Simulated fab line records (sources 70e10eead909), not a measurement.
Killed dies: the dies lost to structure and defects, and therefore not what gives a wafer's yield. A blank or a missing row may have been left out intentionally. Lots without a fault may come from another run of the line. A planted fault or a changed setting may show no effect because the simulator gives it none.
fab line records ; flow nandHarc
[record] lots = 6; wafers = 18; lastDay = 34
route steps=1302 shown A_BLC@1118 END@1302
lots that met no fault: from a run of the same line without faults
startH: start of the lot's first displayed wafer, in hours after the record's first day ; waitH: hours since the lot's step before ; " same as the row above ; L1.1+2: one row covering several wafers at once ; - no value, or no start was given ; * or withheld: withheld ; < > ~ a bound
route shown NAME@n: names a module that has steps shown in the file, with the first one's number in the route ; usual: mean and standard deviation over wafers with no fault ; same: alike in all rows ; chamber/n: place in a boat ; sites: readings site by site ; _std_site: standard deviation across them ; _edge_site: the outer-site mean with the inner-site mean subtracted ; radiusMm: how far each site lies from the wafer's centre ; mask NAME#n: copy n ; behind: the last tool/chamber to shape the wafer ; hold: the reason the lot was held/the length of the hold in hours/how it ended ; device: the n, p or np transistor that did not switch ; end of line: the tests these same wafers got at the end of their route ; a step given without rows: its recipe and nothing more ; killed: not the wafer's yield, but the dies lost to structure and defects at the first sort ; map: a wafer's dies, x killed, . not, _ none there
set.NAME: the setting the step ran with; set.NAME@STEP: the setting that earlier step ran with ; model.NAME: the simulator's own value behind a step, which no gauge read
lots at selected steps of the route; one table per step, one row per wafer
services: when a tool's chamber went out of use (startH, in hours from the record's first day, below 0 if earlier), for how many hours, and the reason
[[steps]]
[step NHARC_A_BLC_OVL_MEAS_11]
[usual] overlayXNm = 0.2/0.6; overlayYNm = 0.0/0.75
lot.wafer;tool;chamber;startH;waitH;overlayXNm;overlayYNm
L935.1;overlay-02;-;532.31;-;0.7;-0.2
L935.4;overlay-02;-;532.31;-;0.5;0.0
L935.6;overlay-02;-;532.31;-;0.6;-0.3
L934.1;overlay-02;-;536.44;-;0.3;0.9
L934.2;overlay-02;-;536.44;-;0.2;1.0
L934.6;overlay-02;-;536.44;-;0.5;1.3
L948.2;overlay-01;-;648.74;-;1.5;1.3
L948.3;overlay-01;-;648.74;-;1.2;0.8
L948.5;overlay-01;-;648.74;-;1.2;0.9
L949.1;overlay-02;-;655.87;-;0.2;0.2
L949.4;overlay-02;-;655.87;-;0.8;0.2
L949.5;overlay-02;-;655.87;-;0.6;0.6
L957.3;overlay-01;-;736.99;-;0.4;-1.1
L957.4;overlay-01;-;736.99;-;0.2;-1.3
L957.6;overlay-01;-;736.99;-;0.0;-1.3
L955.1;overlay-01;-;762.03;-;0.1;-0.2
L955.2;overlay-01;-;762.03;-;0.1;-0.5
L955.5;overlay-01;-;762.03;-;0.1;-0.9
[step NHARC_A_BLC_INSPECT_12]
[usual] rawDefectCount = 95/33
lot.wafer;tool;chamber;startH;waitH;rawDefectCount
L935.1;defectInspect-02;-;532.35;0.0;60
L935.4;defectInspect-02;-;532.35;0.0;56
L935.6;defectInspect-02;-;532.35;0.0;78
L934.1;defectInspect-01;-;536.47;0.0;116
L934.2;defectInspect-01;-;536.47;0.0;119
L934.6;defectInspect-01;-;536.47;0.0;111
L948.2;defectInspect-02;-;648.77;0.0;82
L948.3;defectInspect-02;-;648.77;0.0;81
L948.5;defectInspect-02;-;648.77;0.0;85
L949.1;defectInspect-01;-;655.91;0.0;38
L949.4;defectInspect-01;-;655.91;0.0;56
L949.5;defectInspect-01;-;655.91;0.0;55
L957.3;defectInspect-02;-;737.03;0.0;123
L957.4;defectInspect-02;-;737.03;0.0;108
L957.6;defectInspect-02;-;737.03;0.0;126
L955.1;defectInspect-02;-;762.07;0.0;89
L955.2;defectInspect-02;-;762.07;0.0;92
L955.5;defectInspect-02;-;762.07;0.0;91
[step NHARC_A_BLC_DESCUM_15]
[recipe] timeS = 3; o2FlowSccm = 200; arFlowSccm = 0; biasPowerW = 0; chemistry = O2
[step NHARC_A_BLC_ETCH_16]
[recipe] targetDepthA = 390; overEtchFrac = 0.3; timeS = 65; ionEnergyEv = 80; cf4FlowSccm = 150; arFlowSccm = 0; rfW = 300; biasW = 100; chemistry = CF4
[step NHARC_A_BLC_ETCH_17]
[recipe] targetDepthA = 3900; overEtchFrac = 0.25; timeS = 609.38; ionEnergyEv = 200; n2FlowSccm = 150; h2FlowSccm = 150; arFlowSccm = 0; rfW = 400; biasW = 150; chemistry = N2/H2
[usual] drypumpMotorCurrentA = 5.8/0.3; oesProductAu = 0.995/0.01; rfVppV = 430.2/1.7; showerheadPlenumPTorr = 2.03/0.056; throttleValvePct = 14.171/0.0089
lot.wafer;tool;chamber;startH;waitH;drypumpMotorCurrentA;oesProductAu;rfHoursCounterH;rfVppV;showerheadPlenumPTorr;throttleValvePct
L935.4;rieDiel-10;1;-;-;5.6;0.997;10;431.8;2.08;14.174
L935.1;rieDiel-10;2;-;-;5.6;0.993;10;429.9;2.05;14.173
L935.6;rieDiel-10;0;-;-;5.6;0.974;-;428.6;1.97;14.182
L934.1;rieDiel-11;1;-;-;5.1;0.992;27;430.6;2.01;14.168
L934.2;rieDiel-11;3;-;-;5.2;1.000;28;433.4;2.15;14.179
L934.6;rieDiel-11;1;-;-;5.1;0.994;-;429.9;2.01;14.171
L948.2;rieDiel-03;0;-;-;5.9;0.997;0;429.1;2.04;14.179
L948.3;rieDiel-03;1;-;-;6.2;1.003;0;427.7;1.98;14.176
L948.5;rieDiel-03;0;-;-;5.9;1.000;-;431.4;2.04;14.176
L949.1;rieDiel-03;2;-;-;6.0;1.005;1;431.6;2.09;14.172
L949.4;rieDiel-03;3;-;-;5.4;0.979;1;427.5;1.95;14.168
L949.5;rieDiel-03;2;-;-;6.0;0.994;-;430.8;2.09;14.172
L957.3;rieDiel-10;1;-;-;5.6;1.000;12;431.4;2.07;14.195
L957.4;rieDiel-10;0;-;-;5.6;0.972;12;429.8;1.97;14.175
L957.6;rieDiel-10;1;-;-;5.6;0.995;-;430.6;2.07;14.183
L955.1;rieDiel-03;2;-;-;6.0;0.999;6;429.7;2.09;14.163
L955.2;rieDiel-03;0;-;-;5.9;0.989;7;431.6;2.04;14.181
L955.5;rieDiel-03;2;-;-;6.0;1.000;-;432.7;2.09;14.168
[step NHARC_A_BLC_ETCH_18]
[recipe] targetDepthA = 9100; c4f8FlowSccm = 20; o2FlowSccm = 10; arFlowSccm = withheld; rfW = 600; biasW = 1500; chemistry = C4F8/O2/Ar
[usual] oesProductAu = 0.944/0.022; rfVppV = 978/3.6
lot.wafer;tool;chamber;startH;waitH;oesProductAu;rfHoursCounterH;rfVppV
L935.1;rieDiel-10;0;-;-;0.900;10;974
L935.4;rieDiel-10;3;-;-;0.923;9;983
L935.6;rieDiel-10;1;-;-;0.917;-;982
L934.1;rieDiel-11;3;-;-;0.934;28;985
L934.2;rieDiel-11;2;-;-;0.934;27;982
L934.6;rieDiel-11;3;-;-;0.927;-;985
L948.3;rieDiel-03;1;-;-;0.976;0;975
L948.2;rieDiel-03;2;-;-;0.955;0;981
L948.5;rieDiel-03;3;-;-;0.959;-;972
L949.4;rieDiel-03;0;-;-;0.986;1;978
L949.1;rieDiel-03;2;-;-;0.962;1;981
L949.5;rieDiel-03;0;-;-;0.981;-;978
L957.3;rieDiel-10;2;-;-;0.932;12;978
L957.4;rieDiel-10;0;-;-;0.905;12;974
L957.6;rieDiel-10;2;-;-;0.918;-;979
L955.2;rieDiel-03;2;-;-;0.950;6;982
L955.1;rieDiel-03;0;-;-;0.942;7;980
L955.5;rieDiel-03;2;-;-;0.956;-;982
[step NHARC_A_BLC_CD_MEAS_19]
[usual] cdNm = 99.5/2.3
lot.wafer;tool;chamber;startH;waitH;cdNm
L935.1;cdSem-03;-;533.37;-;100.8
L935.4;cdSem-03;-;533.37;-;96.1
L935.6;cdSem-03;-;533.37;-;100.0
L934.1;cdSem-01;-;537.50;-;100.7
L934.2;cdSem-01;-;537.50;-;100.1
L934.6;cdSem-01;-;537.50;-;100.8
L948.2;cdSem-01;-;649.80;-;100.6
L948.3;cdSem-01;-;649.80;-;100.5
L948.5;cdSem-01;-;649.80;-;97.3
L949.1;cdSem-03;-;656.94;-;101.3
L949.4;cdSem-03;-;656.94;-;97.3
L949.5;cdSem-03;-;656.94;-;105.8
L957.3;cdSem-01;-;738.23;-;96.8
L957.4;cdSem-01;-;738.23;-;101.1
L957.6;cdSem-01;-;738.23;-;98.0
L955.1;cdSem-02;-;763.13;-;104.2
L955.2;cdSem-02;-;763.13;-;101.7
L955.5;cdSem-02;-;763.13;-;102.1
[step NHARC_A_BLC_STRIP_29]
[recipe] cf4FlowSccm = 150; arFlowSccm = 0; biasW = 0; chemistry = CF4
[usual] drypumpMotorCurrentA = 5.8/0.35; oesProductAu = 0.998/0.0099; rfVppV = 59.3/0.92; showerheadPlenumPTorr = 1.76/0.043; throttleValvePct = 13.285/0.0087
lot.wafer;tool;chamber;startH;waitH;drypumpMotorCurrentA;oesProductAu;rfHoursCounterH;rfVppV;showerheadPlenumPTorr;throttleValvePct
L935.4;rieDiel-03;3;533.45;0.1;5.4;0.990;3;59.1;1.70;13.271
L935.1;rieDiel-03;1;533.45;0.1;6.2;1.014;3;58.9;1.72;13.272
L935.6;rieDiel-03;0;533.45;0.1;5.9;1.002;-;59.5;1.77;13.288
L934.2;rieDiel-03;3;537.57;0.1;5.4;1.001;3;58.6;1.70;13.270
L934.1;rieDiel-03;1;537.57;0.1;6.2;1.012;3;59.2;1.72;13.300
L934.6;rieDiel-03;3;537.57;0.1;5.4;0.992;-;59.5;1.70;13.269
L948.2;rieDiel-10;0;649.87;0.1;5.6;0.986;3;59.6;1.71;13.285
L948.3;rieDiel-10;3;649.87;0.1;6.2;1.013;3;59.7;1.82;13.272
L948.5;rieDiel-10;1;649.87;0.1;5.6;1.000;-;60.7;1.79;13.276
L949.4;rieDiel-10;0;657.03;0.1;5.6;0.978;5;58.3;1.71;13.290
L949.1;rieDiel-10;1;657.03;0.1;5.6;0.998;5;60.6;1.79;13.270
L949.5;rieDiel-10;3;657.03;0.1;6.2;1.012;-;58.3;1.82;13.286
L957.3;rieDiel-03;2;738.31;0.1;6.1;0.997;5;60.1;1.81;13.290
L957.4;rieDiel-03;3;738.31;0.1;5.4;0.995;6;59.0;1.70;13.286
L957.6;rieDiel-03;2;738.31;0.1;6.0;0.998;-;59.1;1.81;13.280
L955.1;rieDiel-03;1;763.21;0.1;6.2;1.000;7;57.9;1.72;13.287
L955.2;rieDiel-03;0;763.21;0.1;5.9;1.010;7;59.1;1.77;13.294
L955.5;rieDiel-03;2;763.21;0.1;6.0;1.014;-;57.5;1.81;13.284
[step NHARC_A_BLC_STRIP_21]
[recipe] o2FlowSccm = 500; arFlowSccm = 0; biasW = 0; chemistry = O2
[usual] drypumpMotorCurrentA = 5.8/0.35; oesProductAu = 0.998/0.01; rfVppV = 57.8/0.93; showerheadPlenumPTorr = 3.52/0.088; throttleValvePct = 17.038/0.008
lot.wafer;tool;chamber;startH;waitH;drypumpMotorCurrentA;oesProductAu;rfHoursCounterH;rfVppV;showerheadPlenumPTorr;throttleValvePct
L935.4;rieDiel-03;2;533.56;0.1;6.0;0.995;3;58.8;3.62;17.021
L935.1;rieDiel-03;0;533.56;0.1;5.9;1.003;3;57.0;3.54;17.045
L935.6;rieDiel-03;2;533.56;0.1;6.0;0.989;-;58.5;3.62;17.047
L934.1;rieDiel-03;0;537.68;0.1;6.0;1.009;3;57.9;3.54;17.043
L934.2;rieDiel-03;3;537.68;0.1;5.4;0.988;3;56.5;3.39;17.048
L934.6;rieDiel-03;1;537.68;0.1;6.2;1.009;-;59.3;3.43;17.047
L948.3;rieDiel-10;3;649.98;0.1;6.1;1.000;3;56.8;3.62;17.042
L948.2;rieDiel-10;0;649.98;0.1;5.6;0.984;3;58.7;3.42;17.039
L948.5;rieDiel-10;3;649.98;0.1;6.2;1.008;-;58.9;3.62;17.029
L949.4;rieDiel-10;0;657.12;0.1;5.6;0.974;5;58.0;3.42;17.052
L949.1;rieDiel-10;2;657.12;0.1;5.6;0.999;5;58.6;3.54;17.056
L949.5;rieDiel-10;0;657.12;0.1;5.5;0.970;-;58.9;3.42;17.027
L957.3;rieDiel-03;2;738.41;0.1;6.1;1.006;5;56.8;3.61;17.034
L957.4;rieDiel-03;0;738.41;0.1;5.9;1.001;7;58.0;3.53;17.043
L957.6;rieDiel-03;2;738.41;0.1;6.0;0.999;-;56.1;3.61;17.036
L955.1;rieDiel-03;0;763.31;0.1;6.0;0.995;7;58.4;3.53;17.030
L955.2;rieDiel-03;1;763.31;0.1;6.2;1.010;7;57.2;3.43;17.033
L955.5;rieDiel-03;1;763.31;0.1;6.2;0.997;-;56.4;3.43;17.029
[step NHARC_A_BLC_STRIP_22]
[recipe] timeS = 600; tempC = 30; chemistry = postEtchResidueRemover
[step NHARC_A_BLC_DEGAS_30]
[recipe] tempC = 300; timeS = 60
[usual] heaterPowerW = 475/42
lot.wafer;tool;chamber;startH;waitH;heaterPowerW
L935.4;pvdSputter-02;-;533.98;-;434
L935.1;pvdSputter-02;-;533.98;-;511
L935.6;pvdSputter-02;-;533.98;-;438
L934.2;pvdSputter-02;-;538.12;-;519
L934.1;pvdSputter-02;-;538.12;-;513
L934.6;pvdSputter-02;-;538.12;-;450
L948.3;pvdSputter-01;-;650.40;-;463
L948.2;pvdSputter-01;-;650.40;-;397
L948.5;pvdSputter-01;-;650.40;-;499
L949.4;pvdSputter-02;-;657.55;-;480
L949.1;pvdSputter-02;-;657.55;-;516
L949.5;pvdSputter-02;-;657.55;-;496
L957.3;pvdSputter-03;-;738.84;-;541
L957.4;pvdSputter-03;-;738.84;-;468
L957.6;pvdSputter-03;-;738.84;-;422
L955.2;pvdSputter-02;-;763.74;-;487
L955.1;pvdSputter-02;-;763.74;-;519
L955.5;pvdSputter-02;-;763.74;-;490
[step NHARC_A_BLC_PRE_CLEAN_31]
[recipe] timeS = 15; biasV = 250; gas = Ar
[step NHARC_A_BLC_PVD_32]
[recipe] targetThkA = 50; chamberPressurePa = 5; powerW = 5000; substrateTempC = 200; timeS = 17.7; material = Ti
[usual] cathodeDcPowerW = 5000.0/0.88; chamberPressurePa = 4.999/0.009; throttleValvePct = 29.5/1.1
lot.wafer;tool;chamber;startH;waitH;cathodeDcPowerW;chamberPressurePa;throttleValvePct
L935.4;pvdSputter-02;-;534.10;-;5000.9;5.001;29.0
L935.1;pvdSputter-02;-;534.10;-;4999.6;4.996;31.1
L935.6;pvdSputter-02;-;534.10;-;5000.7;4.993;29.2
L934.1;pvdSputter-02;-;538.24;-;4999.8;4.991;28.9
L934.2;pvdSputter-02;-;538.24;-;4999.3;5.004;31.2
L934.6;pvdSputter-02;-;538.24;-;5000.2;4.990;29.1
L948.3;pvdSputter-01;-;650.53;-;-;-;-
L948.2;pvdSputter-01;-;650.53;-;-;-;-
L948.5;pvdSputter-01;-;650.53;-;-;-;-
L949.4;pvdSputter-02;-;657.66;-;-;-;-
L949.1;pvdSputter-02;-;657.66;-;-;-;-
L949.5;pvdSputter-02;-;657.66;-;-;-;-
L957.4;pvdSputter-03;-;738.98;-;4999.2;4.985;28.9
L957.3;pvdSputter-03;-;738.98;-;4998.4;4.996;28.3
L957.6;pvdSputter-03;-;738.98;-;5002.2;4.997;28.5
L955.1;pvdSputter-02;-;763.96;-;5001.3;4.991;29.0
L955.2;pvdSputter-02;-;763.96;-;4999.3;5.000;30.0
L955.5;pvdSputter-02;-;763.96;-;4999.3;4.998;28.0
[step NHARC_A_BLC_ALD_23]
[recipe] targetThkA = 30; pulseTimeS = 1; aldCycles = 150; tempC = 450; material = TiN
[step NHARC_END_SORT_01]
[recipe] tempC = 25
[usual] killedAtArray = 41/10; killedAtOther = 0.8/0.91; killedAtPeriphery = 4.2/2.9; killedDies = 46/10; killedOpen = 3.5/2.1; killedShort = 2.5/1.6
[same] grossDies = 677
lot.wafer;tool;chamber;startH;waitH;killedAtArray;killedAtOther;killedAtPeriphery;killedDies;killedOpen;killedShort
L948.2;prober-01;0;693.53;2.8;276;0;6;282;7;4
L948.3;prober-01;0;694.32;3.1;264;0;9;273;1;3
L948.5;prober-01;0;695.90;3.7;257;0;8;265;1;2
L949.1;prober-02;0;700.50;2.5;261;1;2;264;4;6
L949.4;prober-02;0;702.94;3.4;272;0;2;274;3;0
L949.5;prober-02;0;703.75;3.8;266;0;1;267;6;5
// killed by level:class
L948.2 A_BLC:areaPvd=231 A_CHANNEL_HOLE_D1:chamberFilmFlake=21 A_CHANNEL_HOLE_D2:chamberFilmFlake=8 P_GATE:chamberFilmFlake=3 A_ONON_D1:geometricParticle:short=2 A_DECK1_JOINT:geometricParticle:open=2 A_ZERO_WELL:chamberFilmFlake=2 A_SLIT:chamberFilmFlake=2
L948.3 A_BLC:areaPvd=234 A_CHANNEL_HOLE_D1:chamberFilmFlake=14 A_CHANNEL_HOLE_D2:chamberFilmFlake=9 P_GATE:chamberFilmFlake=7 A_WL_FILL:geometricParticle:short=2 A_BLC:chamberFilmFlake=2 P_CONTACT:geometricParticle:open=1 P_M0:geometricParticle:short=1
L948.5 A_BLC:areaPvd=220 A_CHANNEL_HOLE_D1:chamberFilmFlake=15 A_CHANNEL_HOLE_D2:chamberFilmFlake=10 P_GATE:chamberFilmFlake=8 A_WL_FILL:chamberFilmFlake=4 A_SLIT:chamberFilmFlake=2 A_ONON_D1:geometricParticle:short=1 A_ONON_D2:geometricParticle:open=1
L949.1 A_BLC:areaPvd=233 A_CHANNEL_HOLE_D2:chamberFilmFlake=7 A_CHANNEL_FILL_D1:geometricParticle:short=3 A_CHANNEL_HOLE_D1:chamberFilmFlake=3 A_SLIT:chamberFilmFlake=3 A_CHANNEL_FILL_D2:geometricParticle:open=2 A_CONTACT:chamberFilmFlake=2 P_CONTACT:geometricParticle:open=1
L949.4 A_BLC:areaPvd=238 A_CHANNEL_HOLE_D2:chamberFilmFlake=9 A_CONTACT:chamberFilmFlake=8 A_CHANNEL_HOLE_D1:chamberFilmFlake=5 A_CHANNEL_FILL_D2:chamberFilmFlake=4 A_STAIRCASE:chamberFilmFlake=4 A_DECK1_JOINT:chamberFilmFlake=2 P_CONTACT:geometricParticle:open=1
L949.5 A_BLC:areaPvd=229 A_CHANNEL_HOLE_D2:chamberFilmFlake=5 A_STAIRCASE:chamberFilmFlake=5 A_DECK1_JOINT:chamberFilmFlake=4 A_SLIT:chamberFilmFlake=4 A_CONTACT:chamberFilmFlake=4 A_CHANNEL_HOLE_D1:chamberFilmFlake=3 A_M0:geometricParticle:open=2
// map L948.2 (x killed, . not)
____________x____________
_________xxxxxxx_________
_______xxxxxxxxxxx_______
______.xxxxxxxxxxxx______
_____.x.xxxxxxxx.xxx_____
____.xxxxxxxx.xxxxxxx____
____xxxxxx.xxxx.xxxxx____
___xx.xx..x.x.x.xxxx.x___
___xxx.xxxxxxx.x.xxxx.___
__xx..xxxxxxxxxx...xxxx__
__xxx.xxxx...xxx..xxxx.__
_xxx..xx.x.xx........xxx_
_xxx..xxxxx.xx.x.xxxx.xx_
_x...xx.xx..x....xxxxx.x_
_x....x..x.x.xx.xx.xx.xx_
_...x...xx...x..x...x.xx_
xx.xx..x...x.x...xx...x.x
.x........x.....xx...xx.x
...xx.x.....xx...x....x.x
xx.x............x...xxx.x
......x...x.......x..x.xx
_.x.....x.....x....x..xx_
_x......x....x.x......xx_
_x...xx...x.........x.xx_
_xxx.........xx.....x.xx_
_x.......x............xx_
__.x..................x__
__xx.............xx...x__
___.x..............x.x___
___.................x.___
____.................____
____..............x..____
_____..........x...._____
______.....x....x..______
_______.x.xx.....x_______
_________.x..x.._________
____________.____________
// map L949.4 (x killed, . not)
____________x____________
_________xxxx.xx_________
_______xxx.x.xxxxx_______
______xxxxxxx.xxxx.______
_____xx...xx.x.xxxxx_____
____xxx.x......xxxxxx____
____......x.xxx.xxxxx____
___.x..xxx....x..xxxxx___
___..xx..x......xx.xxx___
__xx.......x..x.x..x.xx__
__x......x.x.......xxxx__
_.xx..........x...xxxxxx_
_.x................xxx.x_
_.............x..x.xxxxx_
_x.x.....x.......x..xxxx_
_...........x.....x.x..x_
.x.x......x....x..x..x.xx
x..........x....x.xx.xxxx
..x............xx.x.xxxxx
x...xx...x.......x...xxxx
xx.xx...............x.xxx
_..x.....x.....x......xx_
_x..x..xx...x......x.x.x_
_xxx..xx........xxx.xxxx_
_x..............xx.xxxxx_
_xxx..x........x.x..x.xx_
__x.xxx....x.....x..x.x__
__xxx..x....xx....xxxx.__
___.xx............xxx.___
___x..xx..x...x...xxxx___
____.x.x.....xxx.xx..____
____x...........x..xx____
_____xxx...xxx..xxxx_____
______x...x...x.xxx______
_______x.......xx._______
_________x.xxxx._________
____________.____________
[[services]]
tool;chamber;startH;hours;kind
rieDiel-03;3;509.15;5.7;repair
pvdSputter-03;-;526.00;10.0;pm
rieDiel-03;0;528.00;2.7;repair
rieDiel-10;-;538.25;0.7;repair
rieDiel-10;2;555.41;28.7;repair
rieDiel-11;2;559.48;3.5;repair
pvdSputter-03;-;561.61;0.8;repair
rieDiel-03;1;571.06;13.7;repair
pvdSputter-01;-;582.05;10.0;pm
rieDiel-03;1;596.35;9.1;repair
rieDiel-10;-;596.53;9.0;pm
rieDiel-11;-;613.16;9.0;pm
pvdSputter-03;-;613.25;3.9;repair
pvdSputter-01;-;613.37;1.2;repair
rieDiel-03;1;625.97;15.1;repair
rieDiel-03;-;635.36;9.0;pm
rieDiel-11;2;635.67;3.2;repair
pvdSputter-02;-;638.04;10.0;pm
pvdSputter-03;-;646.89;3.6;repair
rieDiel-11;0;672.48;5.9;repair
rieDiel-03;2;676.14;6.2;repair
rieDiel-03;1;676.53;2.2;repair
rieDiel-03;2;713.09;6.3;repair
rieDiel-10;3;750.20;3.1;repair
[[key]]
[firstSign] step = NHARC_A_BLC_PVD_32; reading = toolRecord; direction = missing
[effect] step = NHARC_END_SORT_01; reading = killedDies; direction = up; sigmas = 22; usual = 46; struck = 271
[moreKillsBornAt] NHARC_A_BLC_PVD_32@pvdSputter-02 = 700; NHARC_A_BLC_PVD_32@pvdSputter-01 = 685
metAt NHARC_A_BLC_PVD_32
struckWafers L948.2,L948.3,L948.5,L949.1,L949.4,L949.5
testerLeftOut L948,L949
onsetBetween 538.24 650.53
[fault] kind = skippedStepWhole; tool = pvdSputter-01,pvdSputter-02; chamber = -; onsetH = 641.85; steps = NHARC_A_BLC_PVD_32; scope = struckLotsOnly
// testerLeftOut: of these lots the tester's yield and bins aren't shown, on N5 and GAA mostly nor the transistor test; their killed dies are dies lost to structure and defects alone, not to doping, threshold or leakage, so they don't give the yield
